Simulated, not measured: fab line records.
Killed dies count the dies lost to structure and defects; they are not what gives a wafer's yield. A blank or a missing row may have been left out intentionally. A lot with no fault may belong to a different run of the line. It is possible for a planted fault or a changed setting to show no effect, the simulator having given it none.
Problem report in the 8D (eight disciplines) form, filled by code | flow n5 finfet | the parts of the form that need people (team, actions taken, sign-off) are left out

1. THE ISSUE
killed at front end at N5_PASSIVATION_PROBE_49 reads a mean of 1111 on 6 wafers of 2 lots; wafers without a fault read 39 with a standard deviation of 11. Measured from the usual mean, that is +97 standard deviations.
Seen first at day 16 10:02 on prober-01, wafer L627.1. At this step, 6 wafers from 2 lots have a number in the record. Rule for "out" (also "out of limits"): further than 4 standard deviations from the usual mean. The other wafers with a number count as sound.

2. WHAT THIS IS AND IS NOT
question                    | is                                                                                                                      | is not
which readings at this step | killed at front end, defect limited yield, killed dies, killed on rim, sort_bin_5_function, sort n pass, sort yield pct | killed_at_M0_to_M3, killed at other, killed open, killed short, sort_bin_6_memory
which lots                  | L626, L627                                                                                                              | -
which wafers of those lots  | all that have a number                                                                                                  | -
read on which tools         | prober-01, prober-02                                                                                                    | -
when                        | from day 16 10:02                                                                                                       | up to then (0 sound wafers)

3. WHAT RULES OUT EACH SUSPECT
Counting: a tool stays on the suspect list if, at a process step up to the reading, it processed all lots that are out and no sound lot following the first of them.
- vapor etch-02 at N5_FIN_SAQP_RECESS_71 (chemistry HF/NH3, target SiO2, target depth 3 nm, afs cycles 1, sublimation time 60 s): kept. It ran every lot that is out, first L626 (day 6 01:34), and no sound lot after that.
- rie diel-02 at N5_FIN_CUT_CUT_ETCH_27 (etches SiO2 in CHF3/O2, target depth 4 nm, overetch 2 nm, time 4.9 s): kept. It ran every lot that is out, first L626 (day 6 03:43), and no sound lot after that.
After counting, vapor etch-02 at N5_FIN_SAQP_RECESS_71 and rie diel-02 at N5_FIN_CUT_CUT_ETCH_27 remain.

4. THE CAUSE (what the simulator had put in)
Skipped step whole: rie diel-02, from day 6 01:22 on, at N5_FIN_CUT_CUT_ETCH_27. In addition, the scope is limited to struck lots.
After counting, 2 suspects remain, this tool included.

5. THE EFFECT CHAIN, in route order
Each row: a reading whose mean over the struck wafers that have a number lies more than 3 standard deviations from the usual. Scope: only readings with a usual standard deviation given in the record; hours: median across lots of the time from each lot's start at the first step in this table that gives one to its start at this step; sigmas: change in usual standard deviations.
hours | step                    | reading              | usual  | on struck wafers | change | sigmas
0     | N5_PASSIVATION_PROBE_49 | defect limited yield | 91.3 % | 0.0              | -91.3  | -61
0     | N5_PASSIVATION_PROBE_49 | killed at front end  | 39     | 1111             | +1072  | +97
0     | N5_PASSIVATION_PROBE_49 | killed dies          | 102    | 1180             | +1078  | +60
0     | N5_PASSIVATION_PROBE_49 | killed on rim        | 13     | 152              | +139   | +37
0     | N5_PASSIVATION_PROBE_49 | sort_bin_5_function  | 5.1 %  | 96.1             | +91.0  | +91
0     | N5_PASSIVATION_PROBE_49 | sort n pass          | 1077   | 0                | -1077  | -57
0     | N5_PASSIVATION_PROBE_49 | sort yield pct       | 91.3 % | 0.0              | -91.3  | -57
Here are the process steps it includes:
- N5_PASSIVATION_PROBE_49
Readings that are blank on the struck wafers while sound wafers have them: CHF3_flow_sccm at N5_FIN_CUT_CUT_ETCH_27; O2_flow_sccm at N5_FIN_CUT_CUT_ETCH_27; drypump motor current A at N5_FIN_CUT_CUT_ETCH_27; oes product au at N5_FIN_CUT_CUT_ETCH_27; rf vpp V at N5_FIN_CUT_CUT_ETCH_27; showerhead plenum p Torr at N5_FIN_CUT_CUT_ETCH_27; throttle valve pct at N5_FIN_CUT_CUT_ETCH_27.

6. WHAT WOULD HAVE CAUGHT IT SOONER
In this record the first reading out of limits was taken at day 16 10:02, 249 hours after the fault began at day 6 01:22.
At N5_FIN_CUT_CUT_ETCH_27 the tool's readings are blank on the struck wafers, where sound wafers have them: an empty tool record is the first sign, and it was there at once.
All the lots that are out (2) had begun N5_FIN_CUT_CUT_ETCH_27 on rie diel-02 by day 16 10:02. Had the tool been put on hold then, not one of them would have been saved.
